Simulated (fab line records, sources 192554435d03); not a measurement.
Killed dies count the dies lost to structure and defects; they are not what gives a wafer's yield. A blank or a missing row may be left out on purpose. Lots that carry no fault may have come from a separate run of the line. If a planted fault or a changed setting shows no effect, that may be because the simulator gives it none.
Which tool was responsible? + flow n5-finfet + 24 lots with 72 wafers sampled at 6 steps, on a route of 1938 steps

## WHAT THE GAUGES SHOWED, per wafer
N5_BEOL_M6_OVL_MEAS_29.
| lot  | measured     | on         | V5_OVL (nm)    |
|------|--------------|------------|----------------|
| L074 | day 8 13:22  | overlay-02 | -0.9 -1.4 -0.7 |
| L075 | day 8 13:19  | overlay-02 | 0.6 0.8 1.2    |
| L076 | day 9 02:35  | overlay-02 | 0.8 1.0 1.6    |
| L077 | day 9 05:41  | overlay-02 | 0.1 0.7 -1.0   |
| L078 | day 9 15:23  | overlay-02 | 0.3 0.0 0.0    |
| L080 | day 9 20:23  | overlay-01 | 0.1 0.6 -0.3   |
| L079 | day 10 01:04 | overlay-01 | 0.9 0.1 0.1    |
| L081 | day 10 06:10 | overlay-02 | 0.7 -1.1 -0.4  |
| L082 | day 10 06:36 | overlay-02 | -0.3 0.0 -0.7  |
| L083 | day 10 23:20 | overlay-01 | 0.0 0.0 -0.3   |
| L084 | day 11 08:47 | overlay-01 | -0.6 -0.5 0.4  |
| L086 | day 11 08:37 | overlay-01 | 0.6 0.8 1.2    |
| L085 | day 11 12:32 | overlay-02 | 0.3 0.4 0.0    |
| L087 | day 11 22:35 | overlay-01 | -0.1 -1.0 1.4  |
| L088 | day 12 11:37 | overlay-02 | 0.9 -1.8 -0.7  |
| L089 | day 12 11:39 | overlay-01 | 0.1 -0.7 0.4   |
| L090 | day 12 11:44 | overlay-01 | 0.6 -0.4 1.7   |
| L091 | day 13 01:46 | overlay-01 | -0.2 0.4 0.0   |
| L092 | day 13 05:46 | overlay-01 | 0.1 0.1 -0.3   |
| L093 | day 13 10:57 | overlay-01 | -0.2 -0.1 -0.3 |
| L094 | day 13 15:10 | overlay-01 | 0.8 -0.1 0.6   |
| L095 | day 13 17:55 | overlay-01 | -0.1 -0.6 -0.2 |
| L096 | day 14 04:18 | overlay-01 | 0.1 0.0 1.2    |
| L097 | day 14 08:24 | overlay-01 | -1.1 -0.7 -0.8 |

## EACH LOT AND THE TOOL THAT RAN IT (in order: tool; ch and the chambers of the sampled wafers; start)
| lot  | N5_BEOL_M5_DEGAS_44          | N5_BEOL_M5_PRE_CLEAN_45      | N5_BEOL_M5_SPUTTER_81        | N5_BEOL_M5_PRE_CLEAN_77          | N5_BEOL_M6_HM_OPEN_17             |
|------|------------------------------|------------------------------|------------------------------|----------------------------------|-----------------------------------|
| L074 | pvd-sputter-03, day 8 02:30  | pvd-sputter-03, day 8 02:32  | pvd-sputter-03, day 8 04:10  | cvd-co-01 ch 0,1, day 8 08:16    | rie-metal-01 ch 0,1, day 8 11:31  |
| L075 | pvd-sputter-02, day 8 02:57  | pvd-sputter-02, day 8 02:59  | pvd-sputter-02, day 8 05:04  | cvd-co-01 ch 0,1,2, day 8 09:31  | rie-metal-03 ch 0,1, day 8 11:50  |
| L076 | pvd-sputter-02, day 8 17:04  | pvd-sputter-02, day 8 17:07  | pvd-sputter-03, day 8 18:45  | cvd-co-01 ch 0,2, day 8 22:51    | rie-metal-01 ch 0,1, day 9 01:08  |
| L077 | pvd-sputter-01, day 8 20:09  | pvd-sputter-01, day 8 20:11  | pvd-sputter-01, day 8 22:00  | cvd-co-02 ch 0,2, day 9 02:05    | rie-metal-02 ch 0,1, day 9 05:08  |
| L078 | pvd-sputter-03, day 9 06:02  | pvd-sputter-03, day 9 06:04  | pvd-sputter-03, day 9 07:44  | cvd-co-02 ch 0,1, day 9 11:50    | rie-metal-03 ch 0, day 9 14:02    |
| L080 | pvd-sputter-01, day 9 10:08  | pvd-sputter-01, day 9 10:11  | pvd-sputter-01, day 9 12:14  | cvd-co-01 ch 0,1, day 9 16:19    | rie-metal-02 ch 0,1, day 9 19:10  |
| L079 | pvd-sputter-03, day 9 13:22  | pvd-sputter-03, day 9 13:24  | pvd-sputter-02, day 9 15:05  | cvd-co-01 ch 2, day 9 20:02      | rie-metal-02 ch 1, day 9 22:05    |
| L081 | pvd-sputter-02, day 9 20:40  | pvd-sputter-02, day 9 20:43  | pvd-sputter-03, day 9 22:28  | cvd-co-02 ch 0,1,2, day 10 02:37 | rie-metal-02 ch 0,1, day 10 05:04 |
| L082 | pvd-sputter-02, day 9 21:19  | pvd-sputter-02, day 9 21:21  | pvd-sputter-02, day 9 23:14  | cvd-co-01 ch 0,1,2, day 10 03:34 | rie-metal-02 ch 0,1, day 10 05:40 |
| L083 | pvd-sputter-01, day 10 11:28 | pvd-sputter-01, day 10 11:30 | pvd-sputter-03, day 10 13:47 | cvd-co-02 ch 1,2, day 10 17:58   | rie-metal-01 ch 0,1, day 10 21:06 |
| L084 | pvd-sputter-02, day 10 21:13 | pvd-sputter-02, day 10 21:16 | pvd-sputter-02, day 10 23:04 | cvd-co-02 ch 1,2, day 11 03:10   | rie-metal-03 ch 0,1, day 11 06:23 |
| L086 | pvd-sputter-01, day 10 23:31 | pvd-sputter-01, day 10 23:33 | pvd-sputter-01, day 11 01:14 | cvd-co-02 ch 0,1,2, day 11 05:25 | rie-metal-03 ch 0,1, day 11 07:20 |
| L085 | pvd-sputter-02, day 11 02:32 | pvd-sputter-02, day 11 02:35 | pvd-sputter-03, day 11 04:28 | cvd-co-02 ch 0,1,2, day 11 08:34 | rie-metal-02 ch 1, day 11 11:17   |
| L087 | pvd-sputter-02, day 11 12:59 | pvd-sputter-02, day 11 13:01 | pvd-sputter-01, day 11 14:39 | cvd-co-01 ch 0,2, day 11 18:48   | rie-metal-01 ch 0,1, day 11 21:25 |
| L088 | pvd-sputter-01, day 12 00:05 | pvd-sputter-01, day 12 00:08 | pvd-sputter-02, day 12 01:57 | cvd-co-02 ch 0,2, day 12 06:02   | rie-metal-02 ch 1, day 12 09:13   |
| L089 | pvd-sputter-01, day 12 00:17 | pvd-sputter-01, day 12 00:20 | pvd-sputter-01, day 12 02:05 | cvd-co-01 ch 0,1,2, day 12 06:16 | rie-metal-03 ch 0,1, day 12 09:20 |
| L090 | pvd-sputter-01, day 12 00:22 | pvd-sputter-01, day 12 00:25 | pvd-sputter-03, day 12 04:10 | cvd-co-02 ch 0,1,2, day 12 09:00 | rie-metal-01 ch 0,1, day 12 10:50 |
| L091 | pvd-sputter-01, day 12 15:26 | pvd-sputter-01, day 12 15:29 | pvd-sputter-02, day 12 17:11 | cvd-co-02 ch 0,1,2, day 12 21:17 | rie-metal-01 ch 0,1, day 13 01:13 |
| L092 | pvd-sputter-03, day 12 19:14 | pvd-sputter-03, day 12 19:16 | pvd-sputter-02, day 12 21:52 | cvd-co-02 ch 0,1,2, day 13 01:59 | rie-metal-01 ch 0,1, day 13 04:59 |
| L093 | pvd-sputter-03, day 13 00:39 | pvd-sputter-03, day 13 00:41 | pvd-sputter-03, day 13 02:29 | cvd-co-01 ch 0,2, day 13 06:34   | rie-metal-02 ch 0,1, day 13 09:31 |
| L094 | pvd-sputter-01, day 13 04:34 | pvd-sputter-01, day 13 04:37 | pvd-sputter-01, day 13 06:16 | cvd-co-02 ch 0,1,2, day 13 10:21 | rie-metal-01 ch 0,1, day 13 12:52 |
| L095 | pvd-sputter-03, day 13 06:53 | pvd-sputter-03, day 13 06:55 | pvd-sputter-02, day 13 08:34 | cvd-co-02 ch 0,2, day 13 12:41   | rie-metal-02 ch 0,1, day 13 17:21 |
| L096 | pvd-sputter-01, day 13 18:41 | pvd-sputter-01, day 13 18:43 | pvd-sputter-02, day 13 20:23 | cvd-co-02 ch 1,2, day 14 00:37   | rie-metal-03 ch 0,1, day 14 03:43 |
| L097 | pvd-sputter-03, day 13 19:52 | pvd-sputter-03, day 13 19:54 | pvd-sputter-03, day 13 23:25 | cvd-co-01 ch 0,1,2, day 14 03:32 | rie-metal-02 ch 0,1, day 14 06:05 |
- N5_BEOL_M5_DEGAS_44: time 60 s.
- N5_BEOL_M5_PRE_CLEAN_45: time 30 s.
- N5_BEOL_M5_SPUTTER_81: material Cu, target thk 15 nm, time 27.62 s.
- N5_BEOL_M5_PRE_CLEAN_77: time 15 s.
- N5_BEOL_M6_HM_OPEN_17: chemistry Cl2/BCl3, target TiN, target depth 20 nm, overetch 6 nm.

## AS READ BY THE TOOLS THEMSELVES (means over the sampled wafers that have a number; for cases with no such wafer, the mark the record gives instead)
N5_BEOL_M5_DEGAS_44.
| lot  | tool           | heater-power-w (W) |
|------|----------------|--------------------|
| L074 | pvd-sputter-03 | 347                |
| L075 | pvd-sputter-02 | 299                |
| L076 | pvd-sputter-02 | 306                |
| L077 | pvd-sputter-01 | 324                |
| L078 | pvd-sputter-03 | 312                |
| L080 | pvd-sputter-01 | 320                |
| L079 | pvd-sputter-03 | 341                |
| L081 | pvd-sputter-02 | 297                |
| L082 | pvd-sputter-02 | 296                |
| L083 | pvd-sputter-01 | 323                |
| L084 | pvd-sputter-02 | 309                |
| L086 | pvd-sputter-01 | 315                |
| L085 | pvd-sputter-02 | 296                |
| L087 | pvd-sputter-02 | 287                |
| L088 | pvd-sputter-01 | 322                |
| L089 | pvd-sputter-01 | 316                |
| L090 | pvd-sputter-01 | 317                |
| L091 | pvd-sputter-01 | 318                |
| L092 | pvd-sputter-03 | 329                |
| L093 | pvd-sputter-03 | 331                |
| L094 | pvd-sputter-01 | 319                |
| L095 | pvd-sputter-03 | 342                |
| L096 | pvd-sputter-01 | 318                |
| L097 | pvd-sputter-03 | 350                |

N5_BEOL_M5_PRE_CLEAN_45.
| lot  | tool           | heater-power-w (W) |
|------|----------------|--------------------|
| L074 | pvd-sputter-03 | 348                |
| L075 | pvd-sputter-02 | 294                |
| L076 | pvd-sputter-02 | 305                |
| L077 | pvd-sputter-01 | 326                |
| L078 | pvd-sputter-03 | 318                |
| L080 | pvd-sputter-01 | 315                |
| L079 | pvd-sputter-03 | 343                |
| L081 | pvd-sputter-02 | 299                |
| L082 | pvd-sputter-02 | 295                |
| L083 | pvd-sputter-01 | 326                |
| L084 | pvd-sputter-02 | 314                |
| L086 | pvd-sputter-01 | 317                |
| L085 | pvd-sputter-02 | 298                |
| L087 | pvd-sputter-02 | 288                |
| L088 | pvd-sputter-01 | 329                |
| L089 | pvd-sputter-01 | 318                |
| L090 | pvd-sputter-01 | 322                |
| L091 | pvd-sputter-01 | 310                |
| L092 | pvd-sputter-03 | 334                |
| L093 | pvd-sputter-03 | 334                |
| L094 | pvd-sputter-01 | 318                |
| L095 | pvd-sputter-03 | 345                |
| L096 | pvd-sputter-01 | 319                |
| L097 | pvd-sputter-03 | 345                |

N5_BEOL_M5_SPUTTER_81.
| lot  | tool           | chamber-pressure-pa (Pa) | throttle-valve-pct (%) |
|------|----------------|--------------------------|------------------------|
| L074 | pvd-sputter-03 | 0.07000                  | 30.1                   |
| L075 | pvd-sputter-02 | 0.06971                  | 28.9                   |
| L076 | pvd-sputter-03 | 0.06984                  | 31.3                   |
| L077 | pvd-sputter-01 | 0.06996                  | 29.6                   |
| L078 | pvd-sputter-03 | 0.06990                  | 30.2                   |
| L080 | pvd-sputter-01 | 0.06986                  | 30.0                   |
| L079 | pvd-sputter-02 | 0.07004                  | 29.1                   |
| L081 | pvd-sputter-03 | 0.06994                  | 30.3                   |
| L082 | pvd-sputter-02 | 0.06993                  | 28.6                   |
| L083 | pvd-sputter-03 | 0.06995                  | 30.6                   |
| L084 | pvd-sputter-02 | 0.07010                  | 29.0                   |
| L086 | pvd-sputter-01 | 0.07007                  | 29.3                   |
| L085 | pvd-sputter-03 | 0.06993                  | 31.4                   |
| L087 | pvd-sputter-01 | 0.07006                  | 29.9                   |
| L088 | pvd-sputter-02 | 0.06988                  | 29.6                   |
| L089 | pvd-sputter-01 | 0.07019                  | 29.8                   |
| L090 | pvd-sputter-03 | 0.06998                  | 31.5                   |
| L091 | pvd-sputter-02 | 0.06998                  | 28.5                   |
| L092 | pvd-sputter-02 | 0.06999                  | 28.4                   |
| L093 | pvd-sputter-03 | 0.06992                  | 30.0                   |
| L094 | pvd-sputter-01 | 0.06988                  | 30.0                   |
| L095 | pvd-sputter-02 | 0.06995                  | 28.5                   |
| L096 | pvd-sputter-02 | 0.07001                  | 30.2                   |
| L097 | pvd-sputter-03 | 0.07006                  | 30.6                   |

N5_BEOL_M5_PRE_CLEAN_77.
| lot  | tool      | heater-power-w (W) | rf-fwd-power-W (W) |
|------|-----------|--------------------|--------------------|
| L074 | cvd-co-01 | 80                 | 297.2              |
| L075 | cvd-co-01 | 86                 | 297.2              |
| L076 | cvd-co-01 | 81                 | 297.1              |
| L077 | cvd-co-02 | 74                 | 296.5              |
| L078 | cvd-co-02 | 99                 | 297.5              |
| L080 | cvd-co-01 | 95                 | 296.4              |
| L079 | cvd-co-01 | 88                 | 297.4              |
| L081 | cvd-co-02 | 86                 | 297.4              |
| L082 | cvd-co-01 | 87                 | 297.9              |
| L083 | cvd-co-02 | 82                 | 296.8              |
| L084 | cvd-co-02 | 71                 | 296.2              |
| L086 | cvd-co-02 | 85                 | 297.4              |
| L085 | cvd-co-02 | 85                 | 297.7              |
| L087 | cvd-co-01 | 74                 | 298.5              |
| L088 | cvd-co-02 | 76                 | 296.1              |
| L089 | cvd-co-01 | 88                 | 298.0              |
| L090 | cvd-co-02 | 85                 | 296.5              |
| L091 | cvd-co-02 | 85                 | 296.6              |
| L092 | cvd-co-02 | 87                 | 297.7              |
| L093 | cvd-co-01 | 76                 | 297.1              |
| L094 | cvd-co-02 | 86                 | 296.4              |
| L095 | cvd-co-02 | 76                 | 295.4              |
| L096 | cvd-co-02 | 83                 | 296.4              |
| L097 | cvd-co-01 | 89                 | 297.7              |

N5_BEOL_M6_HM_OPEN_17.
| lot  | tool         | drypump-motor-current-A (A) | oes-product-au (a.u.) | rf-fwd-power-W (W) | throttle-valve-pct (%) |
|------|--------------|-----------------------------|-----------------------|--------------------|------------------------|
| L074 | rie-metal-01 | 5.8                         | 0.69                  | 995                | 22.09                  |
| L075 | rie-metal-03 | 6.2                         | 0.75                  | 991                | 22.37                  |
| L076 | rie-metal-01 | 5.8                         | 0.68                  | 997                | 22.09                  |
| L077 | rie-metal-02 | 5.9                         | 0.68                  | 992                | 21.98                  |
| L078 | rie-metal-03 | 6.5                         | 0.71                  | 994                | 22.04                  |
| L080 | rie-metal-02 | 6.0                         | 0.67                  | 989                | 21.98                  |
| L079 | rie-metal-02 | 5.2                         | 0.71                  | 990                | 22.13                  |
| L081 | rie-metal-02 | 6.0                         | 0.67                  | 995                | 21.99                  |
| L082 | rie-metal-02 | 6.0                         | 0.67                  | 992                | 21.99                  |
| L083 | rie-metal-01 | 5.8                         | 0.67                  | 993                | 22.12                  |
| L084 | rie-metal-03 | 6.3                         | 0.73                  | 991                | 22.37                  |
| L086 | rie-metal-03 | 6.4                         | 0.70                  | 987                | 22.24                  |
| L085 | rie-metal-02 | 5.2                         | 0.70                  | 988                | 22.13                  |
| L087 | rie-metal-01 | 5.8                         | 0.65                  | 995                | 22.12                  |
| L088 | rie-metal-02 | 5.2                         | 0.69                  | 992                | 22.14                  |
| L089 | rie-metal-03 | 6.4                         | 0.71                  | 992                | 22.22                  |
| L090 | rie-metal-01 | 5.8                         | 0.66                  | 994                | 22.10                  |
| L091 | rie-metal-01 | 5.8                         | 0.65                  | 995                | 22.11                  |
| L092 | rie-metal-01 | 5.8                         | 0.66                  | 993                | 22.12                  |
| L093 | rie-metal-02 | 5.6                         | 0.67                  | 989                | 22.08                  |
| L094 | rie-metal-01 | 5.8                         | 0.65                  | 996                | 22.13                  |
| L095 | rie-metal-02 | 5.6                         | 0.67                  | 986                | 22.07                  |
| L096 | rie-metal-03 | 6.2                         | 0.70                  | 993                | 22.38                  |
| L097 | rie-metal-02 | 5.6                         | 0.66                  | 992                | 22.06                  |

## THE ANSWER, worked out from the rows above alone
Rule: what is usual is taken from the lots themselves. The widest of any qualifying gaps counts: lots, ordered by their means at a reading, are off when they make up no more than a third of the lots, leave a main group of 4 or more, and stand apart from it by 3 or more times the standard deviation of that group's means. A main group is skipped when, at the precision printed for the reading in the tables above, its means are all equal. Also off: a lot with no number at a reading for which 4 or more lots have one. Any other lot the step has rows for is counted as sound. First the gauges in route order, then the tools' own readings, where a lot's mean is used as printed above. The first step at which some lot is off is used, and at that step the reading that is off furthest; a lot without a number counts as furthest.
Nothing can be told from this: no lot is off at any reading shown.

## WHAT THE SIMULATOR HAD PUT IN
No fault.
